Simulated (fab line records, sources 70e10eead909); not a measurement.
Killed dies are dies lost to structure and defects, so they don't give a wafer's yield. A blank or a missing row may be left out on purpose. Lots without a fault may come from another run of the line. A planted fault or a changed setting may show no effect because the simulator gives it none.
A struck lot beside a sound one | flow nand_harc | 14 steps out of a route of 1302
Sound: wafers L659.1, L659.3, L659.5. Struck: wafer L668.5. (L668.1, L668.3 of the same lot were not struck and are left out.) The cause comes at the end.
At each step with rows: each side's tool, then ch and its chambers, then its first start. Under that, the readings that differ: sound wafers | struck wafers | difference of the means | sigmas: that difference in standard deviations of wafers without a fault.
alike: readings whose means differ by less than 2 such deviations, and words and numbers that are the same on both sides. not compared: withheld readings, readings that some wafer has no value for, bounds like >300 that may hide the same value, and numbers for which the record gives no deviation and whose values overlap.
The two part at a step that has a row with sigmas, a row that says differs or no value, or rows on one side only. Numbers that don't overlap but have no deviation are shown without sigmas and don't part them. A reading that every wafer of one side lacks parts them only if that side has two wafers or more.

first, 6 steps without rows for these wafers: NHARC_A_CHANNEL_HOLE_D1_COAT_04 (resist thk 90 nm); NHARC_A_CHANNEL_HOLE_D1_SOFTBAKE_05 (time 55 s); NHARC_A_CHANNEL_HOLE_D1_EBR_06; NHARC_A_CHANNEL_HOLE_D1_EXPOSE_07 (exposes mask HOLE D1, target cd 100 nm); NHARC_A_CHANNEL_HOLE_D1_PEB_08 (peb time 65 s); NHARC_A_CHANNEL_HOLE_D1_DEVELOP_09 (develop time 35 s).
NHARC_A_CHANNEL_HOLE_D1_CD_MEAS_10: target cd 100 nm.
  sound on cd_sem-02 ch 0, day 9 10:35; struck on cd_sem-01 ch 0, day 12 19:58
  alike: cd_nm
NHARC_A_CHANNEL_HOLE_D1_OVL_MEAS_11:
  sound on overlay-02, day 9 10:41; struck on overlay-02, day 12 20:04
  alike: overlay_x_nm, overlay_y_nm
NHARC_A_CHANNEL_HOLE_D1_INSPECT_12:
  sound on defect_inspect-02, day 9 10:43; struck on defect_inspect-02, day 12 20:06
  alike: raw_defect_count
NHARC_A_CHANNEL_HOLE_D1_DESCUM_15: chemistry O2, time 3 s.
  sound on rie_diel-09 ch 0,3, day 9 10:47; struck on rie_diel-09 ch 2, day 12 20:10
  alike: drypump_motor_current_A, oes_product_au, rf_vpp_V, showerhead_plenum_p_Torr, throttle_valve_pct
  not compared: rf_hours_counter_h
NHARC_A_CHANNEL_HOLE_D1_ETCH_38: etches the open film in CF4, target depth 39 nm, time 65 s.
  sound on rie_diel-09 ch 1,3, day 9 10:52; struck on rie_diel-09 ch 0, day 12 20:16
  alike: drypump_motor_current_A, oes_product_au, rf_vpp_V, showerhead_plenum_p_Torr, throttle_valve_pct
  not compared: rf_hours_counter_h
NHARC_A_CHANNEL_HOLE_D1_ETCH_39: etches the open film in N2/H2, target depth 260 nm, time 325 s.
  sound on rie_diel-09 ch 0,3; struck on rie_diel-09 ch 3
  alike: drypump_motor_current_A, oes_product_au, rf_vpp_V, showerhead_plenum_p_Torr, throttle_valve_pct
  not compared: rf_hours_counter_h
NHARC_A_CHANNEL_HOLE_D1_ETCH_34: etches the open film in CF4/CHF3, target depth 154 nm, time 77 s.
  sound on rie_diel-09 ch 1,2,3, day 9 11:13; struck on rie_diel-09 ch 0, day 12 20:40
  reading               | sound             | struck | difference | sigmas
  oes_product_au (a.u.) | 0.971 0.938 0.934 | 0.847  | -0.101     | -4
  alike: drypump_motor_current_A, rf_vpp_V, showerhead_plenum_p_Torr, throttle_valve_pct
  not compared: rf_hours_counter_h
NHARC_A_CHANNEL_HOLE_D1_ETCH_16: etches the open film in O2/COS, target depth 3100 nm, time 806 s.
  sound on rie_diel-09 ch 0,3; struck on rie_diel-09 ch 2
  alike: drypump_motor_current_A, oes_product_au, rf_vpp_V, showerhead_plenum_p_Torr, throttle_valve_pct
  not compared: rf_hours_counter_h

WHERE THEY PART
Only at NHARC_A_CHANNEL_HOLE_D1_ETCH_34, within this record. Later steps at which nothing parts them and some readings are alike: NHARC_A_CHANNEL_HOLE_D1_ETCH_16.

WHY: what the simulator had put in
Process parameter drift: rie_diel-09, from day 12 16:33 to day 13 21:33, at NHARC_A_CHANNEL_HOLE_D1_ETCH_34. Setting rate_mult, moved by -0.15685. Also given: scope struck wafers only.
